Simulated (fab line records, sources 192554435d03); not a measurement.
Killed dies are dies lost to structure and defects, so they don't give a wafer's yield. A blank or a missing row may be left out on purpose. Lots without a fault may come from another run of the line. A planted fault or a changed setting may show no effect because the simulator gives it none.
Which tool did it? | flow n5_finfet | 10 lots, 30 wafers sampled, at 5 steps of a route of 1938

WHAT THE GAUGES READ, wafer by wafer
N5_MOL_CONTACT_COAG_INSPECT_42: inspects for defects (brightfield).
lot  | measured     | on                | raw_defect_count
L994 | day 5 15:39  | defect_inspect-02 | 227 245 257
L995 | day 5 19:17  | defect_inspect-02 | 211 234 294
L999 | day 6 20:17  | defect_inspect-01 | 155 143 206
L100 | day 6 23:42  | defect_inspect-02 | 156 110 172
L106 | day 8 08:08  | defect_inspect-01 | 251 275 296
L110 | day 9 09:41  | defect_inspect-02 | 221 237 211
L112 | day 9 21:22  | defect_inspect-02 | 231 174 152
L113 | day 10 04:26 | defect_inspect-01 | 140 129 116
L114 | day 10 12:05 | defect_inspect-01 | 193 168 120
L116 | day 10 21:37 | defect_inspect-01 | 194 184 110

N5_BEOL_M4_RC_MEAS_101.
lot  | measured     | on        | DIBL_N (mV/V)  | DIBL_P (mV/V)  | IOFF_N (nA/um)    | IOFF_P (nA/um)    | ION_N (uA/um) | ION_P (uA/um) | SS_N (mV/dec)  | SS_P (mV/dec)  | VT_N (mV)         | VT_P (mV)
L994 | day 8 06:04  | prober-02 | 34.3 35.2 35.5 | 35.8 36.7 36.3 | 0.140 0.143 0.152 | 0.193 0.203 0.208 | 663 666 671   | 465 461 462   | 71.6 71.8 71.7 | 72.8 72.6 73.3 | 250.5 251.5 249.1 | -251 -251 -249
L995 | day 8 17:36  | prober-01 | 36.9 34.8 37.4 | 37.8 34.3 37.7 | 0.177 0.138 0.188 | 0.222 0.175 0.220 | 669 678 690   | 460 463 466   | 71.7 70.9 71.8 | 73.2 73.1 74.0 | 248.6 253.1 247.8 | -249 -252 -250
L999 | day 9 20:58  | prober-01 | 36.2 35.4 36.4 | 36.6 34.5 37.0 | 0.161 0.140 0.168 | 0.244 0.202 0.238 | 670 670 679   | 472 462 470   | 71.7 71.5 71.6 | 74.0 72.5 73.5 | 248.0 250.6 248.6 | -245 -246 -246
L100 | day 10 00:01 | prober-01 | 38.3 35.9 37.5 | 38.1 33.7 36.4 | 0.188 0.130 0.166 | 0.269 0.193 0.238 | 683 663 663   | 473 467 462   | 71.7 71.6 72.2 | 74.7 72.2 73.8 | 248.0 253.9 250.4 | -245 -249 -250
L106 | day 11 17:27 | prober-01 | 36.7 36.7 37.4 | 37.3 37.1 37.0 | 0.152 0.151 0.160 | 0.193 0.202 0.198 | 677 673 665   | 458 455 454   | 72.3 71.3 71.6 | 73.5 74.2 73.4 | 249.6 251.6 251.6 | -254 -253 -254
L110 | day 12 06:28 | prober-02 | 35.3 36.1 35.7 | 34.2 35.6 35.5 | 0.112 0.127 0.127 | 0.167 0.185 0.185 | 653 663 666   | 454 462 462   | 71.0 71.2 71.4 | 72.3 73.1 73.3 | 253.4 254.9 253.7 | -255 -252 -252
L112 | day 13 00:58 | prober-02 | 36.2 35.5 36.5 | 36.9 36.7 37.8 | 0.150 0.149 0.161 | 0.209 0.202 0.225 | 667 673 674   | 461 465 464   | 72.2 71.7 72.0 | 73.3 73.1 73.4 | 252.9 250.4 252.8 | -251 -252 -250
L113 | day 13 06:30 | prober-01 | 36.0 35.5 34.7 | 36.0 34.9 33.0 | 0.152 0.131 0.125 | 0.212 0.190 0.175 | 674 667 667   | 466 456 465   | 71.5 71.3 71.0 | 72.5 72.5 72.0 | 253.1 253.4 252.4 | -250 -251 -250
L114 | day 12 22:23 | prober-01 | 35.9 34.7 35.5 | 35.8 34.1 34.8 | 0.153 0.133 0.139 | 0.224 0.208 0.221 | 681 670 662   | 465 466 465   | 71.5 70.7 71.4 | 73.0 73.3 73.3 | 249.2 252.9 250.5 | -249 -246 -246
L116 | day 13 16:08 | prober-02 | 37.0 36.4 36.7 | 36.3 36.3 36.4 | 0.169 0.166 0.173 | 0.218 0.213 0.222 | 677 682 680   | 459 464 464   | 72.2 71.4 72.0 | 72.9 74.0 73.8 | 249.2 247.6 247.2 | -251 -252 -249

WHICH TOOL RAN EACH LOT (tool, then ch and the chambers of the sampled wafers, then the start)
lot  | N5_MOL_CONTACT_COAG_ALD_123       | N5_MOL_CONTACT_COAG_COAT_64       | N5_MOL_CONTACT_COAG_DESCUM_45
L994 | ald_sin-01 ch 0,3, day 5 13:07    | litho_track-01 ch 0, day 5 15:10  | rie_diel-06 ch 1,2,3, day 5 15:47
L995 | ald_sin-02 ch 0,1,3, day 5 17:06  | litho_track-05 ch 0, day 5 18:55  | rie_diel-06 ch 2,3, day 5 19:19
L999 | ald_sin-03 ch 0,3, day 6 17:52    | litho_track-01 ch 0, day 6 19:48  | rie_diel-02 ch 0,2,3, day 6 20:22
L100 | ald_sin-03 ch 0,1,2, day 6 19:46  | litho_track-01 ch 0, day 6 23:13  | rie_diel-02 ch 0,1,2, day 6 23:44
L106 | ald_sin-01 ch 2,3, day 8 05:56    | litho_track-05 ch 0, day 8 07:46  | rie_diel-02 ch 1,2,3, day 8 08:10
L110 | ald_sin-01 ch 0,2,3, day 9 07:17  | litho_track-04 ch 0, day 9 09:19  | rie_diel-02 ch 0,1, day 9 09:43
L112 | ald_sin-01 ch 0,1,3, day 9 18:48  | litho_track-05 ch 0, day 9 20:52  | rie_diel-02 ch 0,1,3, day 9 21:23
L113 | ald_sin-02 ch 0,1,3, day 10 01:50 | litho_track-04 ch 0, day 10 04:05 | rie_diel-06 ch 0,2,3, day 10 04:29
L114 | ald_sin-03 ch 0,1,2, day 10 09:44 | litho_track-01 ch 0, day 10 11:36 | rie_diel-01 ch 0,1,3, day 10 12:07
L116 | ald_sin-02 ch 0,2,3, day 10 19:19 | litho_track-05 ch 0, day 10 21:16 | rie_diel-06 ch 0,1,2, day 10 21:50
- N5_MOL_CONTACT_COAG_ALD_123: deposits SiNx, target thk 5 nm, pulse time 1 s, purge time 2 s.
- N5_MOL_CONTACT_COAG_COAT_64: time 60 s, resist thk 10 nm.
- N5_MOL_CONTACT_COAG_DESCUM_45: chemistry O2, time 7 s.

WHAT THE TOOLS THEMSELVES READ (means of the sampled wafers that have a number; where no wafer has one, the mark that the record gives instead)
N5_MOL_CONTACT_COAG_ALD_123.
lot  | tool       | heater_power_w (W) | precursor_pulse_height_rel
L994 | ald_sin-01 | 863                | 1.000
L995 | ald_sin-02 | 883                | 1.009
L999 | ald_sin-03 | 769                | 1.008
L100 | ald_sin-03 | 725                | 1.017
L106 | ald_sin-01 | 862                | 0.991
L110 | ald_sin-01 | 820                | 0.988
L112 | ald_sin-01 | 806                | 0.981
L113 | ald_sin-02 | 861                | 0.987
L114 | ald_sin-03 | 723                | 1.003
L116 | ald_sin-02 | 874                | 1.011

N5_MOL_CONTACT_COAG_COAT_64.
lot  | tool           | spin_speed_rpm (rpm)
L994 | litho_track-01 | 1498.4
L995 | litho_track-05 | 1499.5
L999 | litho_track-01 | 1580.6
L100 | litho_track-01 | 1581.3
L106 | litho_track-05 | 1500.2
L110 | litho_track-04 | 1500.1
L112 | litho_track-05 | 1499.5
L113 | litho_track-04 | 1500.7
L114 | litho_track-01 | 1500.0
L116 | litho_track-05 | 1499.7

N5_MOL_CONTACT_COAG_DESCUM_45.
lot  | tool        | drypump_motor_current_A (A) | oes_product_au (a.u.) | rf_vpp_V (V) | showerhead_plenum_p_Torr (Torr) | throttle_valve_pct (%)
L994 | rie_diel-06 | 5.6                         | 0.74                  | 244.3        | 2.11                            | 20.63
L995 | rie_diel-06 | 5.8                         | 0.76                  | 244.1        | 2.15                            | 20.72
L999 | rie_diel-02 | 5.8                         | 0.75                  | 242.4        | 2.07                            | 20.30
L100 | rie_diel-02 | 6.0                         | 0.73                  | 244.0        | 2.11                            | 20.39
L106 | rie_diel-02 | 6.2                         | 0.74                  | 244.0        | 2.12                            | 20.36
L110 | rie_diel-02 | 6.2                         | 0.78                  | 244.7        | 2.18                            | 20.37
L112 | rie_diel-02 | 5.9                         | 0.79                  | 243.9        | 2.13                            | 20.28
L113 | rie_diel-06 | 5.8                         | 0.79                  | 243.9        | 2.10                            | 20.58
L114 | rie_diel-01 | 5.8                         | 0.77                  | 243.9        | 2.12                            | 20.41
L116 | rie_diel-06 | 5.4                         | 0.83                  | 243.1        | 2.08                            | 20.42

THE ANSWER, worked out from the rows above alone
Rule: what is usual is taken from the lots themselves. Put in order of their means at a reading, lots are off if they are a third of the lots or fewer, leave a main group of 4 or more, and stand apart from it by a gap of 3 or more times the standard deviation of the main group's means; of several such gaps the widest counts. A main group whose means are all the same, to the digits that the tables above print for the reading, isn't used. A lot without any number at a reading at which 4 lots or more have one is off too. The other lots that the step has rows for count as sound. The gauges are gone through in route order, then the tools' own readings, and for those a lot's mean is taken as printed above. The first step at which some lot is off is used, and at that step the reading that is off furthest; a lot without a number counts as furthest.
Off: L999, L100, at N5_MOL_CONTACT_COAG_COAT_64 (spin_speed_rpm). The main group: mean 1499.8 rpm, standard deviation 0.64.
A tool fits if, at that step or a process step before it, it ran every lot that is off, and no sound lot after the first of them. None of those tried fits.

WHAT THE SIMULATOR HAD PUT IN
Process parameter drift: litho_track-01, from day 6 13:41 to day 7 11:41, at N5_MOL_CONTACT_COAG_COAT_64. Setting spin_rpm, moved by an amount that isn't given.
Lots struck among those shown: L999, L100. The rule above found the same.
